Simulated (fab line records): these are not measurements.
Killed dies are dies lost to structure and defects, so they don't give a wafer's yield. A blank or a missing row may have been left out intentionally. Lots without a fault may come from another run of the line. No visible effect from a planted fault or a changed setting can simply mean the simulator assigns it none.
Lot-split experiment + flow n5Finfet + 21 wafers read from 7 lots, route of 1938 steps

## SPLIT DETAILS
At N5_BEOL_M8_COAT_71 (time 60 s, resist thk 5 nm), the setting spinRpm was moved away from the recipe's 1500 rpm on 9 of the 21 wafers read, by -10.1% to +6.2%. All remaining wafers had this setting at the recipe value.

## FROM THE SPLIT TO THE READING: what the file shows between them, 3 steps
- N5_BEOL_M8_COAT_22: resist thk 30 nm
- N5_BEOL_M8_EBR_24
- N5_BEOL_M8_DESCUM_33: chemistry O2, time 7 s

## THE READING
etch.depthNm (the simulator's own value, which no gauge read), in nm, at N5_BEOL_M8_ETCH_72 (etches underlayer in N2/H2, target depth 6.5 nm, time 5.2 s). The file does not state a usual value for it. The 12 wafers here that ran the recipe average 5.014 nm, standard deviation 0.015 nm.

| wafer  | tool, chamber at the split | spinRpm as run, rpm | against the recipe | etch.depthNm, nm | against lot-mates on the recipe |
|--------|----------------------------|---------------------|--------------------|------------------|---------------------------------|
| L074.1 | lithoTrack-04, 0           | 1587                | +5.8%              | 4.861            | -0.165                          |
| L074.5 | lithoTrack-04, 0           | 1500                | recipe             | 5.026            | -                               |
| L074.6 | lithoTrack-04, 0           | 1587                | +5.8%              | 4.88             | -0.146                          |
| L077.1 | lithoTrack-02, 0           | 1500                | recipe             | 5.004            | -                               |
| L077.2 | lithoTrack-02, 0           | 1367                | -8.9%              | 5.239            | +0.235                          |
| L077.3 | lithoTrack-02, 0           | 1367                | -8.9%              | 5.24             | +0.236                          |
| L082.1 | lithoTrack-04, 0           | 1500                | recipe             | 5.031            | -                               |
| L082.4 | lithoTrack-04, 0           | 1500                | recipe             | 5.012            | -                               |
| L082.5 | lithoTrack-04, 0           | 1500                | recipe             | 5.046            | -                               |
| L083.3 | lithoTrack-04, 0           | 1593                | +6.2%              | 4.858            | -0.137                          |
| L083.4 | lithoTrack-04, 0           | 1593                | +6.2%              | 4.845            | -0.150                          |
| L083.6 | lithoTrack-04, 0           | 1500                | recipe             | 4.995            | -                               |
| L091.1 | lithoTrack-03, 0           | 1571                | +4.7%              | 4.917            | -0.113                          |
| L091.2 | lithoTrack-03, 0           | 1571                | +4.7%              | 4.909            | -0.121                          |
| L091.4 | lithoTrack-03, 0           | 1500                | recipe             | 5.03             | -                               |
| L092.2 | lithoTrack-03, 0           | 1500                | recipe             | 5.006            | -                               |
| L092.5 | lithoTrack-03, 0           | 1348                | -10.1%             | 5.278            | +0.275                          |
| L092.6 | lithoTrack-03, 0           | 1500                | recipe             | 5                | -                               |
| L094.1 | lithoTrack-04, 0           | 1500                | recipe             | 4.998            | -                               |
| L094.3 | lithoTrack-04, 0           | 1500                | recipe             | 5.012            | -                               |
| L094.5 | lithoTrack-04, 0           | 1500                | recipe             | 5.011            | -                               |

FIT RESULTS
A straight line over all 21 wafers: etch.depthNm changes by -0.0252 nm for each +1% of spinRpm; r = -0.99; the points scatter about the line by 0.014 nm.
The same after taking each lot's own level away (the mean of its wafers on the recipe; 21 wafers): -0.026 nm for each +1%; r = -1.00; scatter 0.0097 nm.
On that fit, the largest move of spinRpm shifts the reading by 0.26 nm.
The span of the lots' own levels, 4.9950 to 5.0300 nm, comes to 2.3 times the standard deviation stated above.
The two slopes are in agreement: the lot-to-lot level therefore moves the slope only a little.
Check: with one of the wafers moved furthest among these (-10.1%) left out of the fit, the line predicts +0.263 nm for it against its lot-mates. It came out at +0.275 nm against them.

## THE WHOLE CHAIN: every reading that the file lists as answering this split, in the file's order
| step               | what it does                                                | reading                                                                           | change (the file's fit)                | r (the file's) |
|--------------------|-------------------------------------------------------------|-----------------------------------------------------------------------------------|----------------------------------------|----------------|
| N5_BEOL_M8_ETCH_72 | etches underlayer in N2/H2, target depth 6.5 nm, time 5.2 s | etchRfOnTimeS                                                                     | withheld for each +1% of the setting   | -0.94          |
| N5_BEOL_M8_ETCH_72 | etches underlayer in N2/H2, target depth 6.5 nm, time 5.2 s | CAR-EUV_of_BEOL_M8_COAT_22.thkNm (the simulator's own value, which no gauge read) | +0.0376 nm for each +1% of the setting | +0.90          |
| N5_BEOL_M8_ETCH_72 | etches underlayer in N2/H2, target depth 6.5 nm, time 5.2 s | etch.depthNm (the simulator's own value, which no gauge read)                     | -0.0261 nm for each +1% of the setting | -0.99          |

## THE FILE'S OWN FIT
etch.depthNm changes by -0.0261 nm for each +1% of spinRpm, r = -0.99.
